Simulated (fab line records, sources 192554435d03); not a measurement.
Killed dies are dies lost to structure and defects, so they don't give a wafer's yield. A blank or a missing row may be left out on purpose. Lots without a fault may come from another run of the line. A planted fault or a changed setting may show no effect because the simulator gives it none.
Chamber matching | flow n5_finfet | N5_MOL_CONTACT_COAG_ETCH_47 on rie_diel-04: 4 sister chambers
The step etches SiNx in CH3F/O2, stops on W, target depth 27 nm. 14 wafers are shown with their chamber, then 7 later ones without.

WAFERS WITH THEIR CHAMBER
wafer  | chamber | showerhead_plenum_p_Torr (Torr) | throttle_valve_pct (%) | drypump_motor_current_A (A)
L075.2 | 3       | 1.98                            | 16.75                  | 6.5
L075.3 | 2       | 1.96                            | 16.28                  | 6.0
L075.5 | 3       | 1.98                            | 16.78                  | 6.4
L083.1 | 2       | 1.96                            | 16.32                  | 6.0
L083.3 | 2       | 1.96                            | 16.32                  | 6.0
L083.5 | 2       | 1.96                            | 16.32                  | 6.0
L089.1 | 0       | 2.14                            | 16.58                  | 6.1
L089.5 | 0       | 2.13                            | 16.59                  | 6.1
L089.6 | 1       | 1.96                            | 16.06                  | 6.0
L091.2 | 1       | 1.95                            | 16.05                  | 6.0
L091.3 | 0       | 2.13                            | 16.60                  | 6.2
L091.6 | 2       | 1.95                            | 16.34                  | 6.0
L093.2 | 0       | 2.13                            | 16.61                  | 6.1
L093.3 | 1       | 1.95                            | 16.04                  | 6.0

SIGNATURES (means of the wafers above)
reading                  | chamber 0 | chamber 1 | chamber 2 | chamber 3 | scatter within a chamber
showerhead_plenum_p_Torr | 2.1325    | 1.9533    | 1.9580    | 1.9800    | 0.00471
throttle_valve_pct       | 16.5950   | 16.0500   | 16.3160   | 16.7650   | 0.0175
drypump_motor_current_A  | 6.125     | 6.000     | 6.000     | 6.450     | 0.0354
Rule: a wafer's distance from a chamber is the root of the sum, over the readings, of the square of ((its reading less the chamber's mean) divided by the reading's scatter). The wafer belongs to the nearest chamber; if the next one is less than 2 further off, it can't be placed. The scatter: the root of (the sum of the squares of (reading less its chamber's mean) over the shown wafers, divided by (wafers less chambers)).

WAFERS WITHOUT THEIR CHAMBER
wafer  | showerhead_plenum_p_Torr (Torr) | throttle_valve_pct (%) | drypump_motor_current_A (A)
L093.4 | 1.95                            | 16.37                  | 6.0
L094.2 | 2.13                            | 16.62                  | 6.1
L094.3 | 1.95                            | 16.05                  | 6.0
L094.4 | 1.96                            | 16.83                  | 6.4
L096.1 | 2.13                            | 16.62                  | 6.2
L096.2 | 1.95                            | 16.06                  | 6.0
L096.4 | 1.95                            | 16.07                  | 6.0

WHICH CHAMBER EACH WENT THROUGH
wafer  | from the rows above | in truth
L093.4 | 2                   | 2
L094.2 | 0                   | 0
L094.3 | 1                   | 1
L094.4 | 3                   | 3
L096.1 | 0                   | 0
L096.2 | 1                   | 1
L096.4 | 1                   | 1
Placed correctly: 7 of 7. Can't be placed from these rows: 0. Placed wrongly: 0.
